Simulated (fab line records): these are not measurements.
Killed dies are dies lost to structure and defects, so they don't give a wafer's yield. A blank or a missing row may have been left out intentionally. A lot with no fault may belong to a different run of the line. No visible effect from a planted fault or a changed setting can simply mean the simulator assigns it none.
fab line records | flow nand-harc
record lots=10 | wafers=30 | last-day=32
route steps=1302 shown A_STAIRCASE@881 A_SGD_CUT@902 END@1302
lots that met no fault: taken from a fault-free run of the same line
start-h: start of the lot's first displayed wafer, in hours after the record's first day | wait-h: time in hours since the lot's previous step | " identical to the entry in the row above | L1.1+2: a row that stands for several wafers | - no value present, or no start provided | * or withheld: withheld | < > ~ a bound
route shown NAME@n: NAME is a module with steps in the file, n the number in the route of the first one | usual: mean/standard deviation of fault-free wafers | same: alike in all rows | chamber/n: place in a boat | sites: per-site readings | _std_site: standard deviation of those values | _edge_site: mean of outer sites minus mean of inner sites | radius-mm: how far each site lies from the wafer's centre | mask NAME#n: copy n | behind: the most recent tool/chamber to have shaped the wafer | hold: reason for holding the lot/hours on hold/outcome of the hold | device: which transistor (n, p or np) failed to switch | end of line: the same wafers' tests at the end of the route | where a step has no rows: the recipe by itself | killed: count of dies lost to structure and defects at first sort (not the wafer's yield) | map: a wafer's dies, x killed, . not, _ none there
set.NAME: the run value of the setting; set.NAME@STEP: its run value at that earlier step | model.NAME: the simulator's own value behind a step, which no gauge read
steps of the route over a sample of lots; a table a step, a row a wafer
services: from which hour (start-h, from the record's first day; less than 0 if before it) a tool's chamber was out of use, for how many hours, and why
## steps
# step NHARC_A_STAIRCASE_ETCHBACK_422
# recipe target-depth-a=400 | over-etch-frac=0.3 | time-s=74.286 | ion-energy-ev=120 | ch3f-flow-sccm=50 | o2-flow-sccm=30 | ar-flow-sccm=200 | rf-w=500 | bias-w=100 | chemistry=CH3F/O2
# usual chamber-pressure-mTorr=24.999/0.022 | drypump-motor-current-A=5.5/0.45 | oes-product-au=0.94/0.032 | rf-fwd-power-W=496.8/1.7 | rf-vpp-V=244.5/1.8 | showerhead-plenum-p-Torr=2.47/0.11 | throttle-valve-pct=20.663/0.0098
# same over-etch-frac=0.3
lot.wafer | tool        | chamber | start-h | wait-h | chamber-pressure-mTorr | drypump-motor-current-A | oes-product-au | rf-fwd-power-W | rf-hours-counter-h | rf-vpp-V | showerhead-plenum-p-Torr | throttle-valve-pct
L699.2    | rie-diel-04 | 2       | 443.86  | 0.2    | 24.997                 | 5.6                     | 0.93           | 497.5          | 24                 | 242.4    | 2.42                     | 20.653
L699.1    | "           | 3       | "       | "      | 25.007                 | 5.9                     | 0.93           | 495.7          | 24                 | 247.0    | 2.65                     | 20.649
L699.4    | "           | 0       | "       | "      | 25.004                 | 5.7                     | 0.93           | 495.9          | 23                 | 242.9    | 2.38                     | 20.662
L701.1    | rie-diel-04 | 0       | 451.99  | 0.1    | 24.986                 | 5.7                     | 0.92           | 494.2          | 25                 | 243.7    | 2.38                     | 20.642
L701.5    | "           | 0       | "       | "      | 24.987                 | 5.7                     | 0.93           | 495.6          | -                  | 242.1    | 2.38                     | 20.656
L701.6    | "           | 1       | "       | "      | 24.982                 | 4.9                     | 0.91           | 497.3          | -                  | 247.3    | 2.63                     | 20.668
L700.4    | rie-diel-09 | 1       | 463.58  | 0.1    | 24.989                 | 5.6                     | 0.99           | 493.1          | 46                 | 243.9    | 2.46                     | 20.655
L700.1    | "           | 3       | "       | "      | 25.018                 | 6.5                     | 1.00           | 497.6          | 39                 | 245.5    | 2.54                     | 20.651
L700.5    | "           | 1       | "       | "      | 24.961                 | 5.6                     | 0.99           | 493.5          | -                  | 244.1    | 2.46                     | 20.690
L710.2    | rie-diel-09 | 1       | 562.58  | 0.1    | 24.972                 | 5.6                     | 0.99           | 499.4          | 21                 | 244.3    | 2.45                     | 20.665
L710.4    | "           | 2       | "       | "      | 24.972                 | 4.9                     | 0.99           | 501.1          | 21                 | 244.3    | 2.48                     | 20.681
L710.1    | "           | 0       | "       | "      | 24.961                 | 5.8                     | 0.98           | 498.3          | 21                 | 242.6    | 2.36                     | 20.656
L714.2    | rie-diel-04 | 2       | 587.25  | 0.1    | 24.980                 | 5.6                     | 0.93           | 493.6          | 14                 | 243.7    | 2.40                     | 20.653
L714.4    | "           | 1       | "       | "      | 25.002                 | 4.8                     | 0.93           | 497.2          | 19                 | 244.4    | 2.60                     | 20.678
L714.6    | "           | 2       | "       | "      | 24.956                 | 5.6                     | 0.92           | 497.3          | -                  | 243.5    | 2.40                     | 20.656
L711.1    | rie-diel-08 | 1       | 587.39  | 0.2    | 24.985                 | 6.0                     | 1.00           | 496.0          | 11                 | 245.7    | 2.63                     | 20.652
L711.5    | "           | 3       | "       | "      | 25.035                 | 5.2                     | 1.00           | 495.8          | -                  | 243.7    | 2.44                     | 20.652
L711.6    | "           | 0       | "       | "      | 25.014                 | 5.4                     | 0.99           | 496.8          | -                  | 241.8    | 2.32                     | 20.662
L716.3    | rie-diel-04 | 3       | 625.05  | 0.2    | 25.038                 | 5.9                     | 0.92           | 495.6          | 26                 | 244.3    | 2.63                     | 20.663
L716.4    | "           | 0       | "       | "      | 24.987                 | 5.7                     | 0.93           | 496.6          | 29                 | 242.7    | 2.36                     | 20.661
L716.5    | "           | 2       | "       | "      | 24.993                 | 5.5                     | 0.92           | 496.4          | -                  | 243.1    | 2.40                     | 20.649
L717.2    | rie-diel-04 | 0       | 625.13  | 0.2    | 25.001                 | 5.7                     | 1.01           | 496.5          | 29                 | 242.8    | 2.36                     | 20.660
L717.3    | "           | 1       | "       | "      | 25.011                 | 4.9                     | 0.99           | 499.5          | 27                 | 246.9    | 2.60                     | 20.668
L717.5    | "           | 2       | "       | "      | 25.014                 | 5.6                     | 0.99           | 496.1          | -                  | 242.7    | 2.40                     | 20.641
L718.2    | rie-diel-04 | 2       | 631.10  | 0.1    | 25.027                 | 5.6                     | 0.98           | 494.0          | 29                 | 242.1    | 2.40                     | 20.655
L718.3    | "           | 3       | "       | "      | 25.002                 | 5.9                     | 1.00           | 498.9          | 29                 | 248.1    | 2.63                     | 20.681
L718.4    | "           | 0       | "       | "      | 24.985                 | 5.7                     | 1.00           | 496.1          | 32                 | 244.1    | 2.36                     | 20.660
L719.2    | rie-diel-09 | 0       | 642.23  | 0.1    | 24.999                 | 5.8                     | 0.99           | 498.2          | 49                 | 242.3    | 2.35                     | 20.670
L719.3    | "           | 2       | "       | "      | 25.016                 | 4.9                     | 1.01           | 497.7          | 45                 | 245.3    | 2.47                     | 20.652
L719.1    | "           | 3       | "       | "      | 24.965                 | 6.5                     | 1.00           | 494.9          | 45                 | 243.9    | 2.52                     | 20.669
# step NHARC_A_SGD_CUT_OVL_MEAS_10
# usual overlay-x-nm=-0.2/0.75 | overlay-y-nm=0.1/0.99
lot.wafer | tool       | chamber | start-h | wait-h | overlay-x-nm | overlay-y-nm
L699.1    | overlay-01 | -       | 446.00  | -      | 1.4          | -0.3
L699.2    | "          | -       | "       | "      | 0.8          | -0.5
L699.4    | "          | -       | "       | "      | 0.8          | -0.1
L701.1    | overlay-01 | -       | 454.13  | -      | -0.1         | -0.6
L701.5    | "          | -       | "       | "      | -0.6         | -0.2
L701.6    | "          | -       | "       | "      | -0.8         | 0.1
L700.1    | overlay-01 | -       | 465.76  | -      | -0.6         | -2.1
L700.4    | "          | -       | "       | "      | 0.4          | -1.3
L700.5    | "          | -       | "       | "      | -0.4         | -1.6
L710.1    | overlay-02 | -       | 564.73  | -      | 0.8          | 0.6
L710.2    | "          | -       | "       | "      | 0.4          | 0.9
L710.4    | "          | -       | "       | "      | 0.1          | 0.9
L714.2    | overlay-02 | -       | 589.26  | -      | 0.4          | 0.4
L714.4    | "          | -       | "       | "      | 0.6          | -0.7
L714.6    | "          | -       | "       | "      | 0.2          | 0.3
L711.1    | overlay-01 | -       | 589.58  | -      | -0.1         | 0.9
L711.5    | "          | -       | "       | "      | 0.0          | 0.9
L711.6    | "          | -       | "       | "      | 0.4          | 0.4
L716.3    | overlay-02 | -       | 627.04  | -      | -0.4         | -0.2
L716.4    | "          | -       | "       | "      | -0.4         | 0.0
L716.5    | "          | -       | "       | "      | -0.3         | 0.1
L717.2    | overlay-01 | -       | 627.25  | -      | 0.6          | -1.4
L717.3    | "          | -       | "       | "      | 1.5          | -1.0
L717.5    | "          | -       | "       | "      | 0.1          | -1.0
L718.2    | overlay-02 | -       | 633.15  | -      | -0.2         | 0.4
L718.3    | "          | -       | "       | "      | -0.2         | 0.9
L718.4    | "          | -       | "       | "      | -0.1         | 0.3
L719.1    | overlay-01 | -       | 644.35  | -      | -0.8         | -0.4
L719.2    | "          | -       | "       | "      | -0.5         | -0.6
L719.3    | "          | -       | "       | "      | -0.8         | -0.2
# step NHARC_A_SGD_CUT_ETCH_58
# recipe target-depth-a=390 | over-etch-frac=0.3 | time-s=65 | ion-energy-ev=80 | cf4-flow-sccm=150 | ar-flow-sccm=0 | rf-w=300 | bias-w=100 | chemistry=CF4
# usual cf4-flow-sccm=150.0/0.42 | chamber-pressure-mTorr=50.00/0.047 | drypump-motor-current-A=5.5/0.42 | oes-product-au=0.997/0.0071 | rf-fwd-power-W=297.3/1.3 | rf-vpp-V=150.8/1.1 | showerhead-plenum-p-Torr=1.74/0.061 | throttle-valve-pct=13.284/0.0094
# same over-etch-frac=0.3
lot.wafer | tool        | chamber | start-h | wait-h | cf4-flow-sccm | chamber-pressure-mTorr | drypump-motor-current-A | oes-product-au | rf-fwd-power-W | rf-hours-counter-h | rf-vpp-V | showerhead-plenum-p-Torr | throttle-valve-pct
L699.1    | rie-diel-06 | 3       | 446.19  | 0.1    | 149.8         | 49.94                  | 5.0                     | 0.982          | 295.0          | 12                 | 150.1    | 1.70                     | 13.288
L699.4    | "           | 0       | "       | "      | 149.7         | 49.96                  | 5.6                     | 1.002          | 296.7          | 11                 | 150.9    | 1.75                     | 13.282
L699.2    | "           | 1       | "       | "      | 150.3         | 50.05                  | 6.2                     | 1.013          | 297.8          | 11                 | 150.0    | 1.65                     | 13.287
L701.1    | rie-diel-06 | 0       | 454.31  | 0.1    | 149.2         | 49.95                  | 5.6                     | 0.997          | 297.1          | 12                 | 150.3    | 1.75                     | 13.282
L701.6    | "           | 0       | "       | "      | 150.4         | 50.03                  | 5.6                     | 0.994          | 297.8          | -                  | 149.8    | 1.75                     | 13.311
L701.5    | "           | 1       | "       | "      | 150.1         | 50.07                  | 6.2                     | 1.002          | 296.8          | -                  | 148.0    | 1.65                     | 13.301
L700.1    | rie-diel-12 | 3       | 465.94  | 0.1    | 149.6         | 49.97                  | 5.9                     | 1.002          | 298.6          | 0                  | 149.8    | 1.78                     | 13.287
L700.4    | "           | 1       | "       | "      | 150.3         | 50.03                  | 5.9                     | 0.995          | 297.8          | 0                  | 151.8    | 1.80                     | 13.287
L700.5    | "           | 3       | "       | "      | 150.0         | 49.99                  | 5.8                     | 1.005          | 298.0          | -                  | 151.3    | 1.78                     | 13.281
L710.1    | rie-diel-11 | 2       | 564.91  | 0.1    | 150.0         | 50.08                  | 5.7                     | 1.001          | 297.9          | 8                  | 150.9    | 1.67                     | 13.290
L710.2    | "           | 0       | "       | "      | 149.6         | 49.97                  | 4.9                     | 1.001          | 297.4          | 8                  | 151.1    | 1.83                     | 13.281
L710.4    | "           | 1       | "       | "      | 149.7         | 50.07                  | 4.7                     | 0.994          | 297.4          | 8                  | 152.9    | 1.83                     | 13.290
L714.2    | rie-diel-11 | 3       | 589.45  | 0.1    | 149.9         | 50.06                  | 5.5                     | 1.007          | 297.5          | 10                 | 150.2    | 1.75                     | 13.270
L714.4    | "           | 0       | "       | "      | 150.7         | 49.99                  | 4.9                     | 0.993          | 297.4          | 10                 | 151.7    | 1.83                     | 13.273
L714.6    | "           | 3       | "       | "      | 150.1         | 50.03                  | 5.5                     | 1.000          | 296.9          | -                  | 151.4    | 1.75                     | 13.269
L711.1    | rie-diel-06 | 2       | 589.76  | 0.1    | 149.7         | 50.02                  | 4.9                     | 1.003          | 295.5          | 6                  | 149.1    | 1.69                     | 13.280
L711.5    | "           | 2       | "       | "      | 149.5         | 49.97                  | 4.9                     | 1.007          | 295.7          | -                  | 149.5    | 1.69                     | 13.286
L711.6    | "           | 3       | "       | "      | 150.0         | 50.12                  | 5.0                     | 1.005          | 294.6          | -                  | 150.6    | 1.70                     | 13.286
L716.3    | rie-diel-11 | 2       | 627.23  | 0.1    | 150.2         | 50.00                  | 5.7                     | 1.003          | 298.5          | 0                  | 149.6    | 1.67                     | 13.282
L716.4    | "           | 3       | "       | "      | 150.0         | 49.96                  | 5.5                     | 1.005          | 299.2          | 0                  | 150.5    | 1.75                     | 13.273
L716.5    | "           | 1       | "       | "      | 150.4         | 50.04                  | 4.7                     | 0.988          | 299.2          | -                  | 152.0    | 1.83                     | 13.272
L717.2    | rie-diel-06 | 0       | 627.44  | 0.1    | 149.5         | 49.97                  | 5.6                     | 1.006          | 296.3          | 11                 | 152.0    | 1.75                     | 13.290
L717.3    | "           | 3       | "       | "      | 150.3         | 49.99                  | 5.0                     | 1.006          | 296.3          | 9                  | 150.4    | 1.70                     | 13.283
L717.5    | "           | 0       | "       | "      | 149.2         | 49.97                  | 5.6                     | 0.990          | 298.1          | -                  | 150.5    | 1.75                     | 13.288
L718.4    | rie-diel-12 | 1       | 633.34  | 0.1    | 150.2         | 49.97                  | 5.9                     | 0.997          | 297.0          | 0                  | 150.5    | 1.80                     | 13.289
L718.2    | "           | 3       | "       | "      | 149.6         | 49.98                  | 5.8                     | 0.981          | 297.3          | 0                  | 151.3    | 1.77                     | 13.283
L718.3    | "           | 0       | "       | "      | 149.8         | 49.98                  | 5.4                     | 1.006          | 296.1          | 0                  | 150.8    | 1.73                     | 13.277
L719.3    | rie-diel-06 | 0       | 644.54  | 0.1    | 149.4         | 49.93                  | 5.6                     | 0.992          | 296.8          | 12                 | 151.2    | 1.75                     | 13.285
L719.2    | "           | 1       | "       | "      | 150.1         | 50.02                  | 6.2                     | 0.991          | 297.3          | 12                 | 149.7    | 1.64                     | 13.290
L719.1    | "           | 2       | "       | "      | 150.2         | 49.98                  | 5.0                     | 1.003          | 294.6          | 10                 | 150.8    | 1.69                     | 13.282
# step NHARC_A_SGD_CUT_ETCHBACK_24
# recipe target-depth-a=500 | over-etch-frac=0.3 | time-s=92.857 | ion-energy-ev=120 | ch3f-flow-sccm=50 | o2-flow-sccm=30 | ar-flow-sccm=200 | rf-w=500 | bias-w=100 | chemistry=CH3F/O2
# usual chamber-pressure-mTorr=25.000/0.021 | drypump-motor-current-A=5.5/0.43 | oes-product-au=0.96/0.036 | rf-fwd-power-W=496.7/2.1 | rf-vpp-V=243.7/1.5 | showerhead-plenum-p-Torr=2.41/0.087 | throttle-valve-pct=20.662/0.01
# same over-etch-frac=0.3
lot.wafer | tool        | chamber | start-h | wait-h | chamber-pressure-mTorr | drypump-motor-current-A | oes-product-au | rf-fwd-power-W | rf-hours-counter-h | rf-vpp-V | showerhead-plenum-p-Torr | throttle-valve-pct
L699.2    | rie-diel-06 | 1       | 452.32  | 0.1    | 25.000                 | 6.2                     | 0.92           | 496.7          | 12                 | 241.3    | 2.28                     | 20.651
L699.1    | "           | 2       | "       | "      | 24.992                 | 5.0                     | 0.91           | 492.1          | 13                 | 243.1    | 2.34                     | 20.657
L699.4    | "           | 3       | "       | "      | 25.015                 | 5.1                     | 0.91           | 494.2          | 13                 | 243.7    | 2.37                     | 20.658
L701.1    | rie-diel-11 | 1       | 460.65  | 0.2    | 25.006                 | 4.7                     | 0.99           | 499.9          | 1                  | 245.2    | 2.55                     | 20.663
L701.6    | "           | 3       | "       | "      | 24.968                 | 5.5                     | 1.01           | 497.2          | -                  | 243.8    | 2.43                     | 20.672
L701.5    | "           | 0       | "       | "      | 24.988                 | 4.9                     | 1.00           | 498.5          | -                  | 243.8    | 2.55                     | 20.656
L700.1    | rie-diel-12 | 3       | 472.45  | 0.1    | 25.028                 | 5.8                     | 0.93           | 499.2          | 1                  | 244.2    | 2.47                     | 20.658
L700.4    | "           | 2       | "       | "      | 24.977                 | 5.5                     | 0.92           | 495.4          | 1                  | 242.9    | 2.29                     | 20.669
L700.5    | "           | 0       | "       | "      | 25.008                 | 5.4                     | 0.93           | 493.5          | -                  | 243.4    | 2.41                     | 20.658
L710.2    | rie-diel-06 | 0       | 571.48  | 0.1    | 24.971                 | 5.6                     | 0.92           | 495.2          | 6                  | 243.8    | 2.43                     | 20.658
L710.4    | "           | 1       | "       | "      | 25.030                 | 6.2                     | 0.93           | 496.4          | 6                  | 243.2    | 2.28                     | 20.682
L710.1    | "           | 2       | "       | "      | 25.051                 | 5.0                     | 0.92           | 492.8          | 5                  | 243.6    | 2.34                     | 20.684
L714.4    | rie-diel-11 | 3       | 592.86  | 0.2    | 25.010                 | 5.5                     | 0.94           | 497.3          | 10                 | 243.3    | 2.43                     | 20.647
L714.2    | "           | 1       | "       | "      | 25.010                 | 4.7                     | 0.93           | 497.2          | 10                 | 245.2    | 2.55                     | 20.657
L714.6    | "           | 3       | "       | "      | 24.993                 | 5.5                     | 0.93           | 498.2          | -                  | 243.8    | 2.43                     | 20.671
L711.1    | rie-diel-11 | 2       | 599.26  | 0.1    | 24.968                 | 5.7                     | 0.99           | 494.5          | 10                 | 241.9    | 2.32                     | 20.647
L711.5    | "           | 2       | "       | "      | 24.997                 | 5.7                     | 1.00           | 496.2          | -                  | 241.3    | 2.32                     | 20.678
L711.6    | "           | 3       | "       | "      | 24.957                 | 5.5                     | 1.00           | 498.8          | -                  | 243.8    | 2.43                     | 20.667
L717.3    | rie-diel-11 | 2       | 633.79  | 0.2    | 24.981                 | 5.8                     | 1.01           | 498.0          | 1                  | 241.1    | 2.32                     | 20.674
L717.2    | "           | 0       | "       | "      | 25.012                 | 4.9                     | 1.00           | 496.9          | 0                  | 245.8    | 2.54                     | 20.668
L717.5    | "           | 2       | "       | "      | 24.998                 | 5.8                     | 1.01           | 498.6          | -                  | 241.8    | 2.32                     | 20.659
L716.3    | rie-diel-06 | 2       | 633.81  | 0.2    | 24.967                 | 5.0                     | 1.00           | 495.6          | 10                 | 242.9    | 2.34                     | 20.636
L716.4    | "           | 3       | "       | "      | 25.020                 | 5.0                     | 1.01           | 493.6          | 10                 | 243.3    | 2.36                     | 20.657
L716.5    | "           | 1       | "       | "      | 24.986                 | 6.2                     | 1.00           | 497.5          | -                  | 242.0    | 2.28                     | 20.673
L718.3    | rie-diel-06 | 3       | 642.57  | 0.1    | 24.997                 | 5.0                     | 0.93           | 493.3          | 11                 | 242.0    | 2.36                     | 20.661
L718.2    | "           | 1       | "       | "      | 25.036                 | 6.2                     | 0.93           | 498.3          | 12                 | 241.0    | 2.28                     | 20.665
L718.4    | "           | 2       | "       | "      | 24.985                 | 5.0                     | 0.94           | 494.4          | 10                 | 242.5    | 2.34                     | 20.656
L719.1    | rie-diel-12 | 1       | 650.68  | 0.1    | 24.982                 | 5.9                     | 1.00           | 496.7          | 1                  | 246.2    | 2.50                     | 20.657
L719.3    | "           | 2       | "       | "      | 25.025                 | 5.5                     | 1.00           | 498.5          | 1                  | 242.6    | 2.29                     | 20.668
L719.2    | "           | 3       | "       | "      | 24.989                 | 5.9                     | 0.99           | 498.1          | 1                  | 245.4    | 2.47                     | 20.650
# step NHARC_A_SGD_CUT_INSPECT_25
# usual raw-defect-count=394/86
lot.wafer | tool              | chamber | start-h | wait-h | raw-defect-count
L699.1    | defect-inspect-02 | -       | 452.57  | -      | 270
L699.2    | "                 | -       | "       | "      | 342
L699.4    | "                 | -       | "       | "      | 305
L701.1    | defect-inspect-02 | -       | 460.87  | -      | 365
L701.5    | "                 | -       | "       | "      | 336
L701.6    | "                 | -       | "       | "      | 400
L700.1    | defect-inspect-01 | -       | 472.69  | -      | 335
L700.4    | "                 | -       | "       | "      | 361
L700.5    | "                 | -       | "       | "      | 377
L710.1    | defect-inspect-02 | -       | 571.72  | -      | 1966
L710.2    | "                 | -       | "       | "      | 450
L710.4    | "                 | -       | "       | "      | 563
L714.2    | defect-inspect-02 | -       | 593.09  | -      | 335
L714.4    | "                 | -       | "       | "      | 481
L714.6    | "                 | -       | "       | "      | 478
L711.1    | defect-inspect-02 | -       | 599.51  | -      | 322
L711.5    | "                 | -       | "       | "      | 411
L711.6    | "                 | -       | "       | "      | 409
L717.2    | defect-inspect-02 | -       | 634.02  | -      | 307
L717.3    | "                 | -       | "       | "      | 334
L717.5    | "                 | -       | "       | "      | 191
L716.3    | defect-inspect-01 | -       | 634.02  | -      | 383
L716.4    | "                 | -       | "       | "      | 430
L716.5    | "                 | -       | "       | "      | 364
L718.2    | defect-inspect-01 | -       | 642.81  | -      | 280
L718.3    | "                 | -       | "       | "      | 414
L718.4    | "                 | -       | "       | "      | 264
L719.1    | defect-inspect-02 | -       | 650.91  | -      | 366
L719.2    | "                 | -       | "       | "      | 299
L719.3    | "                 | -       | "       | "      | 428
# step NHARC_END_SORT_01
# recipe temp-c=25
# usual killed-at-array=54/23 | killed-at-other=1.2/1.5 | killed-at-periphery=3.9/2.5 | killed-dies=59/23 | killed-open=3.2/1.7 | killed-short=2.4/1.6
# same gross-dies=677
lot.wafer | tool      | chamber | start-h | wait-h | killed-at-array | killed-at-other | killed-at-periphery | killed-dies | killed-open | killed-short
L710.1    | prober-01 | 0       | 692.13  | 2.5    | 155             | 0               | 6                   | 161         | 2           | 2
L710.2    | prober-01 | 0       | 692.93  | 2.8    | 52              | 0               | 3                   | 55          | 4           | 3
L710.4    | prober-01 | 0       | 694.51  | 3.4    | 51              | 0               | 6                   | 57          | 5           | 1
# killed by level:class
L710.1 A_SGD_CUT:unspecified=105 A_SLIT:chamber-film-flake=19 A_CHANNEL_HOLE_D2:chamber-film-flake=15 A_CONTACT:chamber-film-flake=7 P_GATE:chamber-film-flake=2 P_CONTACT:chamber-film-flake=2 A_CHANNEL_HOLE_D1:chamber-film-flake=2 A_STAIRCASE:chamber-film-flake=2
L710.2 A_SLIT:chamber-film-flake=19 A_CHANNEL_HOLE_D2:chamber-film-flake=8 A_CHANNEL_HOLE_D1:chamber-film-flake=6 A_CONTACT:chamber-film-flake=6 A_STAIRCASE:chamber-film-flake=4 A_CHANNEL_FILL_D1:geometric-particle:short=2 P_ZERO_WELL:chamber-film-flake=2 A_WL_FILL:chamber-film-flake=2
L710.4 A_SLIT:chamber-film-flake=18 A_CONTACT:chamber-film-flake=7 A_CHANNEL_HOLE_D1:chamber-film-flake=6 A_CHANNEL_HOLE_D2:chamber-film-flake=6 A_STAIRCASE:chamber-film-flake=4 A_WL_FILL:chamber-film-flake=4 P_CONTACT:chamber-film-flake=3 A_CHANNEL_FILL_D1:geometric-particle:open=2
## services
tool        | chamber | start-h | hours | kind
rie-diel-11 | -       | 432.50  | 9.0   | pm
rie-diel-06 | 0       | 438.70  | -     | clean
rie-diel-06 | 1       | 438.70  | -     | clean
rie-diel-06 | 2       | 438.70  | -     | clean
rie-diel-06 | 3       | 438.70  | -     | clean
rie-diel-12 | -       | 445.56  | 9.0   | pm
rie-diel-11 | 3       | 446.23  | 9.7   | repair
rie-diel-12 | -       | 459.42  | 0.6   | repair
rie-diel-06 | 0       | 463.41  | -     | clean
rie-diel-06 | 1       | 463.41  | -     | clean
rie-diel-06 | 2       | 463.41  | -     | clean
rie-diel-09 | -       | 482.29  | 0.9   | repair
rie-diel-06 | -       | 484.20  | 9.0   | pm
rie-diel-09 | -       | 497.53  | 9.0   | pm
rie-diel-04 | -       | 534.07  | 9.0   | pm
rie-diel-08 | -       | 544.83  | 9.0   | pm
rie-diel-06 | 2       | 549.16  | 4.7   | repair
rie-diel-06 | 3       | 550.61  | 6.1   | repair
rie-diel-12 | 0       | 592.99  | 12.1  | repair
rie-diel-11 | 1       | 603.66  | 2.5   | repair
rie-diel-11 | -       | 609.50  | 9.0   | pm
rie-diel-12 | -       | 622.56  | 9.0   | pm
rie-diel-09 | 2       | 630.56  | 2.3   | repair
rie-diel-04 | -       | 631.84  | 2.2   | repair
## key
first-sign step=NHARC_A_SGD_CUT_INSPECT_25 | reading=raw-defect-count | direction=up | sigmas=18 | usual=394 | struck=1966
effect step=NHARC_END_SORT_01 | reading=killed-dies | direction=up | sigmas=4.5 | usual=59 | struck=161
more-kills-born-at NHARC_A_SGD_CUT_ETCHBACK_24@rie-diel-06=105
met-at NHARC_A_SGD_CUT_ETCHBACK_24
struck-lots L710
struck-wafers L710.1
tester-left-out L710
not-acting-at NHARC_A_STAIRCASE_ETCHBACK_422,NHARC_A_SGD_CUT_OVL_MEAS_10,NHARC_A_SGD_CUT_ETCH_58
onset-between 452.32 571.48
fault kind=chamber-particle-source | tool=rie-diel-06 | chamber=2 | onset-h=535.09 | steps=NHARC_A_SGD_CUT_ETCHBACK_24 | rate-per-visit-cm2=2.1037 | end-h=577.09
# tester-left-out: of these lots the tester's yield and bins aren't shown, on N5 and GAA mostly nor the transistor test; their killed dies are dies lost to structure and defects alone, not to doping, threshold or leakage, so they don't give the yield
